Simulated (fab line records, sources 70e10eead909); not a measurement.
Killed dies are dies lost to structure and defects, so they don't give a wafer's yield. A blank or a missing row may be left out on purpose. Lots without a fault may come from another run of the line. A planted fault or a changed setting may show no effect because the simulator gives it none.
Chamber matching | flow nand_harc | NHARC_A_STAIRCASE_DEP_259 on pecvd-01: 3 sister chambers
The step deposits SiON, target thk 30 nm. 16 wafers are shown with their chamber, then 8 later ones without.

WAFERS WITH THEIR CHAMBER
wafer  | chamber | heater_power_w (W) | rf_fwd_power_W (W)
L077.2 | 0       | 721                | 348.3
L077.3 | 1       | 639                | 346.4
L077.6 | 2       | 779                | 347.4
L079.1 | 1       | 757                | 348.4
L079.2 | 0       | 684                | 349.2
L079.6 | 0       | 687                | 348.9
L081.2 | 1       | 643                | 350.8
L081.3 | 2       | 779                | 348.4
L081.4 | 2       | 762                | 348.7
L080.2 | 1       | 732                | 346.5
L080.3 | 2       | 733                | 349.6
L080.4 | 1       | 711                | 348.5
L085.1 | 2       | 762                | 349.2
L085.2 | 1       | 777                | 345.6
L085.3 | 0       | 823                | 348.1
L093.2 | 2       | 729                | 347.9

SIGNATURES (means of the wafers above)
reading        | chamber 0 | chamber 1 | chamber 2 | scatter within a chamber
heater_power_w | 728.75    | 709.83    | 757.33    | 49.4
rf_fwd_power_W | 348.625   | 347.700   | 348.533   | 1.31
Rule: a wafer's distance from a chamber is the root of the sum, over the readings, of the square of ((its reading less the chamber's mean) divided by the reading's scatter). The wafer belongs to the nearest chamber; if the next one is less than 2 further off, it can't be placed. The scatter: the root of (the sum of the squares of (reading less its chamber's mean) over the shown wafers, divided by (wafers less chambers)).

WAFERS WITHOUT THEIR CHAMBER
wafer  | heater_power_w (W) | rf_fwd_power_W (W)
L093.4 | 777                | 347.5
L093.6 | 802                | 347.3
L095.1 | 680                | 348.2
L095.2 | 811                | 349.2
L095.5 | 809                | 348.8
L096.3 | 779                | 348.0
L096.5 | 733                | 349.5
L096.6 | 772                | 346.9

WHICH CHAMBER EACH WENT THROUGH
wafer  | from the rows above          | in truth
L093.4 | can't be placed: 2 or 0 or 1 | 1
L093.6 | can't be placed: 2 or 0 or 1 | 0
L095.1 | can't be placed: 1 or 0 or 2 | 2
L095.2 | can't be placed: 2 or 0 or 1 | 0
L095.5 | can't be placed: 2 or 0 or 1 | 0
L096.3 | can't be placed: 2 or 0 or 1 | 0
L096.5 | can't be placed: 0 or 2 or 1 | 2
L096.6 | can't be placed: 2 or 1 or 0 | 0
Placed correctly: 0 of 8. Can't be placed from these rows: 8 (the true chamber is among the candidates in 8). Placed wrongly: 0.
